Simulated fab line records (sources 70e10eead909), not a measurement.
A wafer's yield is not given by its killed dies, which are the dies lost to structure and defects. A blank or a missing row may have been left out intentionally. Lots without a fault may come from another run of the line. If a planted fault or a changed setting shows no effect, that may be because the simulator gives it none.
Matching of chambers :: flow nand harc :: 3 sister chambers for NHARC_A_CONTACT_DEP_58 on pecvd-04
The step deposits SiON, target thk 60 nm. 3 wafers are shown with their chamber, then 9 later ones without.

WAFERS, EACH WITH ITS CHAMBER
wafer: L085.1
chamber: 1
heater power w (W): 737

wafer: L081.1
chamber: 0
heater power w (W): 800

wafer: L081.5
chamber: 2
heater power w (W): 754

WAFERS MISSING THEIR CHAMBER
wafer: L087.1
heater power w (W): 806

wafer: L087.3
heater power w (W): 747

wafer: L087.5
heater power w (W): 740

wafer: L089.4
heater power w (W): 753

wafer: L089.5
heater power w (W): 887

wafer: L089.6
heater power w (W): 785

wafer: L088.2
heater power w (W): 814

wafer: L088.4
heater power w (W): 840

wafer: L088.6
heater power w (W): 841

THE CHAMBER EACH PASSED THROUGH
wafer: L087.1
from the rows above: can't be placed: 0 or 2 or 1
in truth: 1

wafer: L087.3
from the rows above: can't be placed: 2 or 1 or 0
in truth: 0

wafer: L087.5
from the rows above: can't be placed: 1 or 2 or 0
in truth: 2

wafer: L089.4
from the rows above: can't be placed: 2 or 1 or 0
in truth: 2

wafer: L089.5
from the rows above: can't be placed: 0 or 2 or 1
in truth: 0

wafer: L089.6
from the rows above: can't be placed: 0 or 2 or 1
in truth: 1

wafer: L088.2
from the rows above: can't be placed: 0 or 2 or 1
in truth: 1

wafer: L088.4
from the rows above: can't be placed: 0 or 2 or 1
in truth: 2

wafer: L088.6
from the rows above: can't be placed: 0 or 2 or 1
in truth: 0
Placed correctly: 0 of 9. Cannot be placed on the basis of these rows: 9; the candidates contain the true chamber in 9. Placed wrongly: 0.
How it was worked out, from the rows above alone: a wafer's distance from a chamber is the root of the sum, over the readings, of the square of ((its reading less the chamber's mean) divided by the reading's scatter). The wafer belongs to the nearest chamber; if the next one is less than 2 further off, it can't be placed. Each chamber's mean is taken over the wafers shown for it. The scatter: with one shown wafer a chamber, the root of the mean of the squares of how far each hidden wafer lies from its nearest shown one.
